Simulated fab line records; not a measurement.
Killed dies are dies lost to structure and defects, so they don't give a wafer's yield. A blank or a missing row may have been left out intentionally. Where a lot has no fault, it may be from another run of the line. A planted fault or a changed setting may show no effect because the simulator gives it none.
Which of the tools did it? / flow n5 finfet / 7 lots with 18 wafers sampled at 3 steps, on a route of 1938 steps

## WHAT THE GAUGES SHOWED, per wafer
N5_SD_EPI_N_INSPECT_26: inspects for defects (darkfield).
lot=L206; measured=day 4 08:58; on=defect inspect-01; raw defect count=251 293
lot=L208; measured=day 4 16:07; on=defect inspect-02; raw defect count=151 204
lot=L212; measured=day 5 16:50; on=defect inspect-02; raw defect count=171 187 239
lot=L215; measured=day 6 11:55; on=defect inspect-02; raw defect count=155 178
lot=L218; measured=day 7 07:09; on=defect inspect-01; raw defect count=239 199 282
lot=L221; measured=day 7 22:06; on=defect inspect-02; raw defect count=159 177 189
lot=L225; measured=day 9 03:25; on=defect inspect-02; raw defect count=125 166 151

## TOOL THAT RAN EACH LOT (tool first, then ch and the chambers of the sampled wafers, then the start)
lot=L206; N5_DUMMY_GATE_ETCH_37=rie diel-03 ch 0,2, day 4 01:09; N5_DUMMY_GATE_ETCH_23=rie si-03 ch 1,3, day 4 01:43
lot=L208; N5_DUMMY_GATE_ETCH_37=rie diel-03 ch 0,3, day 4 09:58; N5_DUMMY_GATE_ETCH_23=rie si-03 ch 2, day 4 10:38
lot=L212; N5_DUMMY_GATE_ETCH_37=rie diel-02 ch 0,1, day 5 10:11; N5_DUMMY_GATE_ETCH_23=rie si-02 ch 1,2,3, day 5 10:56
lot=L215; N5_DUMMY_GATE_ETCH_37=rie diel-03 ch 1,3, day 6 04:40; N5_DUMMY_GATE_ETCH_23=rie si-02 ch 2,3, day 6 05:22
lot=L218; N5_DUMMY_GATE_ETCH_37=rie diel-03 ch 0,1,2, day 7 00:02; N5_DUMMY_GATE_ETCH_23=rie si-03 ch 1,2, day 7 00:46
lot=L221; N5_DUMMY_GATE_ETCH_37=rie diel-02 ch 1,2,3, day 7 14:53; N5_DUMMY_GATE_ETCH_23=rie si-06 ch 1,2,3, day 7 15:26
lot=L225; N5_DUMMY_GATE_ETCH_37=rie diel-03 ch 2,3, day 8 21:02; N5_DUMMY_GATE_ETCH_23=rie si-02 ch 0,2,3, day 8 21:56
- N5_DUMMY_GATE_ETCH_37: etches SOC in N2/H2, target depth 60 nm, overetch 30 nm.
- N5_DUMMY_GATE_ETCH_23: etches poly-Si in HBr/Cl2/O2, target depth 41 nm, time 22.3 s.

## THE ANSWER, worked out from the rows above alone
Rule: the usual values come from the lots themselves. The widest of any qualifying gaps counts: lots, ordered by their means at a reading, are off when they make up no more than a third of the lots, leave a main group of 4 or more, and stand apart from it by 3 or more times the standard deviation of that group's means. If all means in a main group match to the digits the tables above print for the reading, that group is not used. A lot without any number at a reading at which 4 lots or more have one is off too. Any other lot the step has rows for is counted as sound.
No lot is off at any reading shown: from this, nothing can be told.

## WHAT HAD BEEN PUT IN BY THE SIMULATOR
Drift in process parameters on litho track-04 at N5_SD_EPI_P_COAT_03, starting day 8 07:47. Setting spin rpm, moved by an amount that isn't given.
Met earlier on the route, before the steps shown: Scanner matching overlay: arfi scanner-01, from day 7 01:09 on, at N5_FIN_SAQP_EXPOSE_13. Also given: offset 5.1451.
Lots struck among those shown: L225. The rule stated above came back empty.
